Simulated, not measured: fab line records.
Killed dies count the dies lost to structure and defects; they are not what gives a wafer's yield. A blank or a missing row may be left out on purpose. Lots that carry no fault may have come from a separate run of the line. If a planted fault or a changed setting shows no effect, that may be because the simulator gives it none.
fab line records | flow n5Finfet
record lots=6 wafers=17 lastDay=17
route steps=1938 shown SD_EPI_P@302 PASSIVATION@1936
lots untouched by any fault: they come from a run of this same line in which no faults occurred
startH: the number of hours between the record's first day and the start of the first shown wafer of the lot | waitH: time in hours since the lot's previous step | " repeats the value in the row above | L1.1+2: a single row standing in for several wafers | - no value, or no start given | * or withheld: withheld | < > ~ a bound
route shown NAME@n: NAME is a module with steps in the file, n the number in the route of the first one | usual: mean/standard deviation taken from wafers without a fault | same: alike in all rows | chamber/n: place in a boat | sites: each site's reading | _std_site: their standard deviation | _edge_site: mean of outer sites minus mean of inner sites | radiusMm: for every site, how far away it sits from the centre of the wafer | mask NAME#n: copy n | behind: the most recent tool/chamber to have shaped the wafer | hold: the reason the lot was held/the length of the hold in hours/how it ended | device: the n, p or np transistor that did not switch | end of line: at the end of the route, the tests of the same wafers | step lacking rows: just its recipe | killed: not the wafer's yield, but the dies lost to structure and defects at the first sort | map: per-die view of a wafer (x killed, . not killed, _ where there is no die)
set.NAME: the setting as run; set.NAME@STEP: as run at that earlier step | model.NAME: the simulator's own value behind a step, which no gauge read
certain route steps with their lots: each step a table, each wafer a row
services: from which hour (startH, from the record's first day; less than 0 if before it) a tool's chamber was out of use, for how many hours, and why
## steps
# step N5_SD_EPI_P_DEVELOP_08
# recipe developTimeS=30 developer=TMAH resist=CAR-ArF-block devTempC=23 rinseLiquid=diw dry=airSpin
# step N5_SD_EPI_P_CD_MEAS_09
# recipe targetCdNm=240 landingEnergyEv=500 detector=seInlens
# usual cdNm=240.0/0.75
# columns lot.wafer tool chamber startH waitH cdNm
L595.2 cdSem-03 0 58.00 - 238.9
L595.4 " 0 " " 239.2
L595.5 " 0 " " 240.0
L596.2 cdSem-03 0 58.32 - 241.0
L596.3 " 0 " " 239.6
L596.6 " 0 " " 239.5
L602.1 cdSem-01 0 95.69 - 239.8
L602.5 " 0 " " 239.4
L605.4 cdSem-03 0 114.99 - 240.4
L605.5 " 0 " " 240.0
L605.6 " 0 " " 240.3
L616.3 cdSem-03 0 184.23 - 241.3
L616.5 " 0 " " 240.4
L616.6 " 0 " " 240.9
L617.1 cdSem-01 0 189.03 - 239.7
L617.3 " 0 " " 239.2
L617.6 " 0 " " 238.9
# step N5_SD_EPI_P_OVL_MEAS_10
# recipe pointsPerWafer=44
# usual SD_P_BLK_OVL=0.1/0.67
# columns lot.wafer tool chamber startH waitH SD_P_BLK_OVL[nm]
L595.2 overlay-02 0 58.03 0.0 0.2
L595.4 " 0 " " -0.9
L595.5 " 0 " " -0.3
L596.2 overlay-02 0 58.34 0.0 0.1
L596.3 " 0 " " -0.7
L596.6 " 0 " " 0.1
L602.1 overlay-02 0 95.72 0.0 0.2
L602.5 " 0 " " 0.9
L605.4 overlay-01 0 115.02 0.0 0.5
L605.5 " 0 " " -0.5
L605.6 " 0 " " 1.4
L616.3 overlay-02 0 184.26 0.0 -0.5
L616.5 " 0 " " 0.0
L616.6 " 0 " " 0.5
L617.1 overlay-02 0 189.06 0.0 1.1
L617.3 " 0 " " 0.4
L617.6 " 0 " " -0.5
# step N5_SD_EPI_P_INSPECT_11
# recipe mode=adi inspectInstrument=macro
# usual rawDefectCount=2.1/1.5
# columns lot.wafer tool chamber startH waitH rawDefectCount
L595.2 defectInspect-02 - 58.06 0.0 4
L595.4 " - " " 1
L595.5 " - " " 2
L596.2 defectInspect-02 - 58.37 0.0 0
L596.3 " - " " 3
L596.6 " - " " 1
L602.1 defectInspect-01 - 95.75 0.0 0
L602.5 " - " " 3
L605.4 defectInspect-01 - 115.05 0.0 3
L605.5 " - " " 1
L605.6 " - " " 1
L616.3 defectInspect-01 - 184.29 0.0 3
L616.5 " - " " 3
L616.6 " - " " 2
L617.1 defectInspect-01 - 189.08 0.0 2
L617.3 " - " " 3
L617.6 " - " " 3
# step N5_SD_EPI_P_DESCUM_14
# recipe chemistry=O2 timeS=7.9 sourcePowerW=50 biasPowerW=20 pressureMtorr=20 rfFrequencyHz=2.712e+07 tempC=40 resist=CAR-ArF-block o2FlowSccm=225
# usual chamberPressureMTorr=20.002/0.019 drypumpMotorCurrentA=5.7/0.39 oesProductAu=0.81/0.075 rfVppV=243.3/1.1 showerheadPlenumPTorr=2.11/0.045 throttleValvePct=20.40/0.29
# columns lot.wafer tool chamber startH waitH chamberPressureMTorr drypumpMotorCurrentA oesProductAu rfHoursCounterH rfVppV showerheadPlenumPTorr throttleValvePct
L595.2 rieDiel-03 0 58.09 0.0 19.985 6.2 0.83 88 242.4 2.03 20.09
L595.4 " 2 " " 20.018 5.5 0.77 - 242.9 2.10 20.28
L595.5 " 0 " " 19.983 6.2 0.82 - 242.2 2.03 20.08
L596.2 rieDiel-05 1 58.40 0.0 19.979 6.2 0.86 56 243.1 2.13 20.69
L596.3 " 3 " " 20.015 5.4 0.78 132 244.2 2.10 20.86
L596.6 " 1 " " 19.975 6.2 0.84 - 243.3 2.13 20.69
L602.1 rieDiel-01 2 95.78 0.0 20.003 5.7 0.89 30 243.0 2.05 20.08
L602.5 " 1 " " 19.987 5.7 0.87 - 243.2 2.14 20.36
L605.4 rieDiel-03 3 115.44 0.4 19.995 6.2 0.95 16 242.1 2.15 20.27
L605.5 " 0 " " 20.029 6.2 0.81 - 242.1 2.02 20.10
L605.6 " 3 " " 19.967 6.2 0.94 - 243.6 2.15 20.26
L616.3 rieDiel-01 0 184.32 0.0 20.025 5.6 0.77 137 243.3 2.10 20.44
L616.5 " 1 " " 19.982 5.8 0.85 - 243.3 2.13 20.42
L616.6 " 2 " " 19.988 5.7 0.85 - 243.3 2.04 20.14
L617.1 rieDiel-05 3 189.12 0.0 19.996 5.4 0.74 176 241.9 2.08 20.91
L617.3 " 0 " " 19.991 5.7 0.69 230 242.9 2.08 20.84
L617.6 " 1 " " 19.969 6.2 0.80 - 243.8 2.11 20.76
# step N5_SD_EPI_P_ETCH_36
# recipe chemistry=CF4 target=SiARC targetDepthA=455 maskMaterial=CAR-ArF-block timeS=75.8 ionEnergyEv=80 pressureMtorr=40 sourceW=545 biasW=36 Ar_flow_sccm=100 cf4FlowSccm=100 ends=cleared
# usual chamberPressureMTorr=40.00/0.035 drypumpMotorCurrentA=5.7/0.39 etchRfOnTimeS=75.2/1.1 oesProductAu=0.69/0.062 rfVppV=184.2/0.9 showerheadPlenumPTorr=2.16/0.043 throttleValvePct=15.57/0.28
# columns lot.wafer tool chamber startH waitH chamberPressureMTorr drypumpMotorCurrentA etchRfOnTimeS oesProductAu rfHoursCounterH rfVppV showerheadPlenumPTorr throttleValvePct
L595.2 rieDiel-03 0 58.12 0.0 39.99 6.2 76.6 0.70 88 184.0 2.08 15.28
L595.4 " 2 " " 40.01 5.5 75.0 0.67 - 186.0 2.16 15.49
L595.5 " 0 " " 40.03 6.2 76.6 0.70 - 183.4 2.08 15.31
L596.2 rieDiel-05 1 58.44 0.0 40.05 6.2 75.3 0.73 56 184.6 2.18 15.79
L596.3 " 3 " " 40.00 5.4 73.8 0.67 132 183.5 2.15 16.04
L596.6 " 1 " " 40.02 6.2 75.3 0.73 - 184.4 2.18 15.79
L602.1 rieDiel-01 2 95.82 0.0 40.02 5.7 74.4 0.76 30 184.7 2.10 15.26
L602.5 " 1 " " 40.03 5.7 76.0 0.75 - 183.4 2.18 15.48
L605.4 rieDiel-03 3 115.48 0.0 39.97 6.2 75.4 0.80 16 184.5 2.18 15.32
L605.5 " 0 " " 39.98 6.2 75.9 0.69 - 183.1 2.08 15.34
L605.6 " 3 " " 39.95 6.2 75.2 0.80 - 184.8 2.18 15.32
L616.3 rieDiel-01 0 184.35 0.0 39.98 5.6 73.9 0.67 137 185.1 2.15 15.59
L616.5 " 1 " " 39.96 5.7 75.7 0.72 - 183.8 2.17 15.51
L616.6 " 2 " " 40.00 5.7 74.5 0.73 - 183.5 2.09 15.31
L617.1 rieDiel-05 3 189.15 0.0 39.95 5.4 74.6 0.64 176 184.2 2.14 16.12
L617.3 " 0 " " 40.00 5.7 75.4 0.60 230 183.0 2.11 15.97
L617.6 " 1 " " 39.93 6.2 75.2 0.69 - 185.2 2.16 15.87
# step N5_SD_EPI_P_ETCH_37
# recipe chemistry=N2/H2 target=SOC overetchA=1080 maskMaterial=SiARC tempC=40 ionEnergyEv=100 sourceW=3000 biasW=133 pressureMtorr=20 timeS=486 n2FlowSccm=200 h2FlowSccm=200 ends=endPoint
# usual chamberPressureMTorr=19.999/0.018 drypumpMotorCurrentA=5.8/0.39 n2FlowSccm=199.9/0.57 oesProductAu=0.72/0.063 rfVppV=240.9/1 showerheadPlenumPTorr=2.55/0.057 throttleValvePct=23.7/0.34
# columns lot.wafer tool chamber startH waitH chamberPressureMTorr drypumpMotorCurrentA n2FlowSccm oesProductAu rfHoursCounterH rfVppV showerheadPlenumPTorr throttleValvePct
L595.2 rieDiel-03 0 58.18 0.0 20.005 6.2 200.0 0.75 88 240.4 2.46 23.4
L595.4 " 2 " " 19.996 5.4 199.4 0.70 - 240.7 2.56 23.9
L595.5 " 0 " " 19.989 6.2 199.9 0.74 - 240.3 2.46 23.4
L596.2 rieDiel-05 1 58.49 0.0 19.989 6.2 199.4 0.77 56 241.7 2.57 24.2
L596.3 " 3 " " 20.028 5.4 200.0 0.70 132 241.7 2.54 24.0
L596.6 " 1 " " 19.991 6.2 200.1 0.76 - 241.3 2.57 24.2
L602.1 rieDiel-01 2 95.87 0.0 20.026 5.7 199.7 0.78 30 238.8 2.48 23.2
L602.5 " 1 " " 19.984 5.7 199.9 0.78 - 240.4 2.58 23.7
L605.4 rieDiel-03 3 115.54 0.0 19.998 6.2 200.4 0.83 16 242.3 2.60 23.6
L605.5 " 0 " " 19.979 6.2 200.1 0.73 - 239.9 2.45 23.4
L605.6 " 3 " " 20.004 6.3 199.3 0.84 - 239.9 2.60 23.5
L616.3 rieDiel-01 0 184.41 0.0 19.986 5.7 199.1 0.69 137 241.9 2.55 23.9
L616.5 " 1 " " 19.988 5.7 199.0 0.75 - 241.3 2.57 23.7
L616.6 " 2 " " 19.977 5.7 199.4 0.75 - 238.9 2.47 23.3
L617.1 rieDiel-05 3 189.21 0.0 19.994 5.4 199.7 0.66 176 240.8 2.52 24.1
L617.3 " 0 " " 20.016 5.7 200.1 0.62 230 240.7 2.50 24.0
L617.6 " 1 " " 20.019 6.3 200.7 0.72 - 239.9 2.55 24.2
# step N5_SD_EPI_P_STRIP_38
# recipe chemistry=N2/H2 tempC=40 n2FlowSccm=200 h2FlowSccm=200 rfFrequencyHz=6e+07
# step N5_SD_EPI_P_ETCHBACK_46
# recipe chemistry=CH3F/O2 mode=anisotropicEtchback target=SiNx targetDepthA=175 stopOn=SiO2 overEtchFrac=0.3 ionEnergyEv=120 pressureMtorr=30 sourceW=395 biasW=73 Ar_flow_sccm=150 CH3F_flow_sccm=30 O2_flow_sccm=20
# usual chamberPressureMTorr=30.000/0.03 drypumpMotorCurrentA=5.7/0.39 oes_f_703_au=0.81/0.067 oesProductAu=0.69/0.06 rfVppV=297/3 showerheadPlenumPTorr=2.01/0.044 throttleValvePct=16.30/0.28
# columns lot.wafer tool chamber startH waitH chamberPressureMTorr drypumpMotorCurrentA oes_f_703_au oesProductAu rfHoursCounterH rfVppV showerheadPlenumPTorr throttleValvePct
L595.2 rieDiel-03 0 58.51 0.0 29.976 6.2 0.82 0.71 88 297 1.94 16.01
L595.4 " 2 " " 29.994 5.4 0.80 0.66 - 297 2.02 16.24
L595.5 " 0 " " 29.968 6.2 0.82 0.71 - 295 1.94 16.03
L596.2 rieDiel-05 1 58.82 0.0 29.960 6.2 0.86 0.73 56 299 2.03 16.52
L596.3 " 3 " " 30.057 5.4 0.80 0.67 132 294 2.00 16.72
L596.6 " 1 " " 29.991 6.2 0.85 0.73 - 298 2.03 16.53
L602.1 rieDiel-01 2 96.20 0.0 29.962 5.7 0.87 0.76 30 300 1.95 15.95
L602.5 " 1 " " 30.070 5.8 0.86 0.74 - 303 2.04 16.21
L605.4 rieDiel-03 3 115.86 0.0 29.976 6.2 0.93 0.80 16 298 2.04 16.08
L605.5 " 0 " " 29.982 6.2 0.81 0.70 - 294 1.93 16.06
L605.6 " 3 " " 29.981 6.2 0.92 0.81 - 297 2.04 16.09
L616.3 rieDiel-01 0 184.73 0.0 30.059 5.6 0.78 0.66 137 296 2.01 16.34
L616.5 " 1 " " 29.971 5.8 0.82 0.72 - 303 2.03 16.26
L616.6 " 2 " " 29.970 5.7 0.83 0.72 - 300 1.94 16.00
L617.1 rieDiel-05 3 189.53 0.0 29.979 5.4 0.76 0.63 176 295 1.99 16.83
L617.3 " 0 " " 30.003 5.7 0.70 0.59 230 294 1.98 16.74
L617.6 " 1 " " 29.974 6.3 0.80 0.69 - 296 2.02 16.60
# step N5_SD_EPI_P_ETCH_47
# recipe chemistry=CH3F/O2 target=SiOCN targetDepthA=250 maskMaterial=SOC ionEnergyEv=60 biasW=29 pressureMtorr=30 sourceW=410 Ar_flow_sccm=150 CH3F_flow_sccm=30 O2_flow_sccm=20
# step N5_SD_EPI_P_ETCH_16
# recipe chemistry=CHF3/O2 target=SiO2 targetDepthA=50 maskMaterial=SOC pressureMtorr=30 sourceW=650 biasW=170 Ar_flow_sccm=200 CHF3_flow_sccm=50 O2_flow_sccm=5 ionEnergyEv=200
# usual chamberPressureMTorr=29.999/0.026 drypumpMotorCurrentA=5.8/0.39 oes_f_703_au=0.81/0.068 oesProductAu=0.81/0.074 rfVppV=523/5.3 showerheadPlenumPTorr=2.43/0.051 throttleValvePct=18.86/0.28
# columns lot.wafer tool chamber startH waitH chamberPressureMTorr drypumpMotorCurrentA oes_f_703_au oesProductAu rfHoursCounterH rfVppV showerheadPlenumPTorr throttleValvePct
L595.2 rieDiel-03 0 58.71 0.1 29.996 6.2 0.82 0.82 88 523 2.34 18.57
L595.4 " 2 " " 29.982 5.5 0.79 0.79 - 524 2.43 18.80
L595.5 " 0 " " 30.018 6.2 0.82 0.83 - 521 2.34 18.57
L596.2 rieDiel-05 1 59.02 0.1 29.973 6.2 0.85 0.85 56 522 2.44 19.09
L596.3 " 3 " " 30.010 5.4 0.79 0.78 132 519 2.41 19.32
L596.6 " 1 " " 30.028 6.2 0.86 0.85 - 523 2.44 19.10
L602.1 rieDiel-01 2 96.40 0.1 29.960 5.7 0.87 0.89 30 529 2.35 18.52
L602.5 " 1 " " 30.035 5.8 0.86 0.87 - 533 2.45 18.80
L605.4 rieDiel-03 3 116.06 0.1 29.972 6.3 0.94 0.94 16 523 2.46 18.67
L605.5 " 0 " " 30.006 6.2 0.81 0.81 - 521 2.33 18.58
L605.6 " 3 " " 30.008 6.3 0.93 0.94 - 524 2.46 18.65
L616.3 rieDiel-01 0 184.93 0.1 29.980 5.6 0.78 0.77 137 522 2.42 18.92
L616.5 " 1 " " 30.008 5.7 0.83 0.84 - 535 2.44 18.83
L616.6 " 2 " " 29.965 5.7 0.83 0.84 - 528 2.34 18.55
L617.1 rieDiel-05 3 189.73 0.1 30.020 5.4 0.76 0.74 176 517 2.40 19.39
L617.3 " 0 " " 30.004 5.7 0.70 0.69 230 517 2.38 19.27
L617.6 " 1 " " 29.950 6.2 0.80 0.80 - 523 2.43 19.17
# step N5_SD_EPI_P_STRIP_50
# recipe chemistry=CHF3/O2 resist=SiARC rfFrequencyHz=6e+07
# step N5_SD_EPI_P_SD_RECESS_17
# recipe chemistry=HBr/Cl2/O2 targetDepthA=391 btTimeS=3 pressureMtorr=10 icpW=800 biasW=112 HBr_flow_sccm=150 Cl2_flow_sccm=80 O2_flow_sccm=12
# usual chamberPressureMTorr=9.999/0.009 drypumpMotorCurrentA=5.7/0.52 oesProductAu=0.990/0.013 throttleValvePct=37.0/0.35
# columns lot.wafer tool chamber startH waitH chamberPressureMTorr drypumpMotorCurrentA oesProductAu rfHoursCounterH throttleValvePct model.etch.depthNm model.SD_EPI_P.featureDepthNm
L595.2 rieSi-05 0 58.78 0.0 9.985 5.9 1.009 154 37.5 39.31 39.4
L595.4 " 3 " " 10.003 5.3 0.988 44 37.7 38.91 39
L595.5 " 1 " " 9.997 5.7 0.994 - 36.8 39.41 39.4
L596.2 rieSi-02 1 59.09 0.0 9.996 5.4 1.005 66 37.4 39.02 39
L596.3 " 3 " " 10.000 5.8 0.977 32 37.0 39.16 39.2
L596.6 " 0 " " 9.998 5.9 0.992 - 36.5 38.73 38.8
L602.1 rieSi-05 1 96.47 0.0 9.995 5.8 1.003 117 36.8 39.86 39.8
L602.5 " 2 " " 10.007 4.8 0.974 - 36.8 54.36 54.4
L605.4 rieSi-05 2 116.13 0.0 9.997 4.8 0.966 49 36.8 38.8 38.8
L605.5 " 1 " " 10.000 5.8 0.995 - 36.8 54.49 54.4
L605.6 " 2 " " 10.012 4.8 0.958 - 36.8 54.02 54
L616.3 rieSi-06 1 185.00 0.0 9.991 5.5 0.989 76 36.9 38.09 38
L616.5 " 0 " " 10.006 6.6 0.988 - 37.1 38.65 38.6
L616.6 " 3 " " 9.986 5.8 0.986 - 36.7 39.25 39.2
L617.1 rieSi-06 3 189.80 0.0 10.013 5.8 0.995 0 36.7 40.05 40
L617.3 " 0 " " 10.003 6.6 0.988 2 37.1 39.67 39.6
L617.6 " 3 " " 10.000 5.8 0.988 - 36.7 39.6 39.6
# step N5_SD_EPI_P_WET_ETCH_45
# recipe chemistry=dHF dilution=withheld timeS=10.7 target=SiO2 targetDepthA=20 tempC=25 dry=ipaMarangoni rinseTimeS=30 rinseTempC=23
# step N5_PASSIVATION_PROBE_49
# usual killed_at_M0_to_M3=33/8.9 killed_at_M4_up=15/5.4 killedAtContacts=13/5.8 killedAtFrontEnd=39/9.9 killedAtOther=3.2/2.9 killedDies=102/15 killedOpen=68/12 killedShort=34/7.6
# same grossDies=1180 killedAtBackSide=0
# columns lot.wafer tool chamber startH waitH killed_at_M0_to_M3 killed_at_M4_up killedAtContacts killedAtFrontEnd killedAtOther killedDies killedOpen killedShort
L595.2 prober-01 - 263.06 0.1 48 19 12 25 6 110 84 26
L595.4 prober-01 - 263.16 0.2 34 16 4 24 3 81 55 26
L595.5 prober-01 - 263.21 0.2 29 12 12 34 2 89 60 29
L596.2 prober-01 - 266.64 0.1 33 14 17 37 0 101 63 38
L596.3 prober-01 - 266.69 0.1 47 13 10 33 3 106 66 38
L596.6 prober-01 - 266.84 0.3 30 26 9 34 4 103 68 34
L602.1 prober-01 - 317.92 0.0 41 13 6 48 7 115 75 40
L602.5 prober-01 - 318.12 0.2 36 13 16 45 4 114 79 35
L605.4 prober-01 - 335.24 0.2 27 16 9 45 5 102 58 44
L605.5 prober-01 - 335.29 0.2 28 9 8 43 3 91 59 32
L605.6 prober-01 - 335.34 0.3 26 17 8 45 13 109 73 34
L616.3 prober-01 - 405.68 0.1 37 23 10 52 4 126 85 40
L616.5 prober-01 - 405.78 0.2 32 23 14 50 0 119 79 40
L616.6 prober-01 - 405.83 0.3 35 18 25 32 1 111 70 41
# killed by level:class
L595.2 BEOL_M0_SAQP:geometricParticle:open=20 BEOL_M4:geometricParticle:open=13 MOL_CONTACT_COAG:geometricParticle:open=10 BEOL_M0_SAQP:geometricParticle:short=9 BEOL_M2:geometricParticle:open=6 FIN_SAQP:geometricParticle:open=5 FIN_SAQP:geometricParticle:short=5 STI_FIN_REVEAL:geometricParticle:open=4
L595.4 BEOL_M0_SAQP:geometricParticle:short=11 BEOL_M4:geometricParticle:open=8 BEOL_M2:geometricParticle:open=8 FIN_SAQP:geometricParticle:open=6 FIN_SAQP:geometricParticle:short=5 STI_FIN_REVEAL:geometricParticle:open=5 BEOL_M0_SAQP:geometricParticle:open=5 MOL_CONTACT_COAG:geometricParticle:open=4
L595.5 FIN_SAQP:geometricParticle:open=11 MOL_CONTACT_COAG:geometricParticle:open=9 BEOL_M0_SAQP:geometricParticle:open=8 BEOL_M3:geometricParticle:open=6 STI_FIN_REVEAL:geometricParticle:open=6 BEOL_M4:geometricParticle:open=6 BEOL_M0_SAQP:geometricParticle:short=6 FIN_SAQP:geometricParticle:short=5
L596.2 MOL_CONTACT_COAG:geometricParticle:open=16 BEOL_M0_SAQP:geometricParticle:short=12 FIN_SAQP:geometricParticle:open=8 BEOL_M0_SAQP:geometricParticle:open=8 FIN_SAQP:geometricParticle:short=7 DUMMY_GATE:geometricParticle:open=5 GATE_CUT:geometricParticle:short=4 BEOL_M1:geometricParticle:open=3
L596.3 BEOL_M0_SAQP:geometricParticle:short=17 BEOL_M2:geometricParticle:open=10 BEOL_M0_SAQP:geometricParticle:open=9 MOL_CONTACT_COAG:geometricParticle:open=8 BEOL_M4:geometricParticle:open=8 BEOL_M3:geometricParticle:open=7 STARTING-WAFER:geometricParticle:short=7 STI_FIN_REVEAL:geometricParticle:open=6
L596.6 BEOL_M0_SAQP:geometricParticle:short=11 FIN_SAQP:geometricParticle:short=9 BEOL_M4:geometricParticle:open=9 MOL_CONTACT_COAG:geometricParticle:open=7 FIN_SAQP:geometricParticle:open=6 BEOL_M2:geometricParticle:open=6 BEOL_M3:geometricParticle:open=5 SPACER0:geometricParticle:open=4
L602.1 STI_FIN_REVEAL:geometricParticle:open=15 BEOL_M0_SAQP:geometricParticle:open=13 BEOL_M0_SAQP:geometricParticle:short=12 FIN_SAQP:geometricParticle:open=10 BEOL_M1:geometricParticle:open=7 ILD0:geometricParticle:short=6 BEOL_M4:geometricParticle:open=6 FIN_SAQP:geometricParticle:short=4
L602.5 BEOL_M0_SAQP:geometricParticle:open=14 MOL_CONTACT_COAG:geometricParticle:open=12 FIN_SAQP:geometricParticle:open=9 STI_FIN_REVEAL:geometricParticle:open=9 BEOL_M4:geometricParticle:open=8 BEOL_M2:geometricParticle:open=8 GATE_CUT:geometricParticle:short=7 BEOL_M0_SAQP:geometricParticle:short=7
L605.4 FIN_SAQP:geometricParticle:open=10 STI_FIN_REVEAL:geometricParticle:open=9 FIN_SAQP:geometricParticle:short=8 MOL_CONTACT_COAG:geometricParticle:open=8 BEOL_M4:geometricParticle:open=8 BEOL_M0_SAQP:geometricParticle:short=7 BEOL_M0_SAQP:geometricParticle:open=5 BEOL_M2:geometricParticle:short=4
L605.5 FIN_SAQP:geometricParticle:open=11 STI_FIN_REVEAL:geometricParticle:open=11 MOL_CONTACT_COAG:geometricParticle:open=7 BEOL_M0_SAQP:geometricParticle:open=7 BEOL_M0_SAQP:geometricParticle:short=6 STI_FIN_REVEAL:geometricParticle:short=5 BEOL_M2:geometricParticle:open=4 FIN_SAQP:geometricParticle:short=3
L605.6 STI_FIN_REVEAL:geometricParticle:open=17 BEOL_M4:geometricParticle:open=11 MOL_CONTACT_COAG:geometricParticle:open=7 FIN_SAQP:geometricParticle:open=6 BEOL_M1:geometricParticle:open=6 FIN_SAQP:geometricParticle:short=4 STI_FIN_REVEAL:geometricParticle:short=4 BEOL_M0_SAQP:geometricParticle:short=4
L616.3 STI_FIN_REVEAL:geometricParticle:open=15 BEOL_M2:geometricParticle:open=13 DUMMY_GATE:geometricParticle:open=9 BEOL_M4:geometricParticle:short=9 MOL_CONTACT_COAG:geometricParticle:open=8 BEOL_M4:geometricParticle:open=6 BEOL_M1:geometricParticle:open=5 BEOL_M0:geometricParticle:open=5
L616.5 BEOL_M4:geometricParticle:open=14 FIN_SAQP:geometricParticle:short=11 MOL_CONTACT_COAG:geometricParticle:open=11 BEOL_M1:geometricParticle:open=11 GATE_CUT:geometricParticle:short=9 STI_FIN_REVEAL:geometricParticle:open=7 ILD0:geometricParticle:open=7 BEOL_M3:geometricParticle:open=7
L616.6 MOL_CONTACT_COAG:geometricParticle:open=18 BEOL_M0_SAQP:geometricParticle:short=11 MOL_CONTACT_COAG:geometricParticle:short=7 BEOL_M1:geometricParticle:open=6 BEOL_M0:geometricParticle:open=6 STI_FIN_REVEAL:geometricParticle:open=5 BEOL_M4:geometricParticle:open=5 STARTING-WAFER:geometricParticle:short=5
## services
# columns tool chamber startH hours kind
rieDiel-03 - 37.77 0.8 repair
rieDiel-01 3 39.06 7.1 repair
rieDiel-05 2 40.00 - clean
rieDiel-05 2 40.00 - consumableReplace:focusRing
rieDiel-05 2 40.00 17.0 scheduledDown
rieDiel-05 2 40.00 17.0 ventCycle
rieSi-06 0 41.82 - clean
rieSi-06 0 41.82 - consumableReplace:focusRing
rieSi-06 0 41.82 33.2 scheduledDown
rieDiel-01 1 43.87 7.9 repair
rieDiel-01 0 45.22 2.3 repair
rieDiel-03 3 47.62 - clean
rieDiel-03 3 47.62 - consumableReplace:focusRing
rieDiel-03 3 47.62 16.9 scheduledDown
rieDiel-03 3 47.62 16.9 ventCycle
rieSi-02 3 70.82 6.4 repair
rieDiel-05 0 106.62 15.8 repair
rieSi-06 - 108.43 0.6 repair
rieDiel-01 0 123.95 6.4 repair
rieDiel-01 3 177.08 - clean
rieDiel-01 3 177.08 - consumableReplace:focusRing
rieDiel-01 3 177.08 12.5 scheduledDown
rieDiel-01 3 177.08 12.5 ventCycle
rieSi-05 0 181.00 14.2 repair
## key
firstSign none at tools or gauges
modelEffect step=N5_SD_EPI_P_SD_RECESS_17 value=etch.depthNm without=39.45 struck=54.29
metAt N5_SD_EPI_P_SD_RECESS_17
struckWafers L602.5,L605.5,L605.6
testerLeftOut L602,L605
onsetBetween 58.78 96.47
fault kind=processParameterDrift tool=rieSi-05 chamber=- onsetH=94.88 steps=N5_SD_EPI_P_SD_RECESS_17 channel=targetDepthA offset=147.14 shape=step endH=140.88 scope=struckWafersOnly actsIn=theseRecipesOnly stated=391
# testerLeftOut: of these lots the tester's yield and bins aren't shown, on N5 and GAA mostly nor the transistor test; their killed dies are dies lost to structure and defects alone, not to doping, threshold or leakage, so they don't give the yield
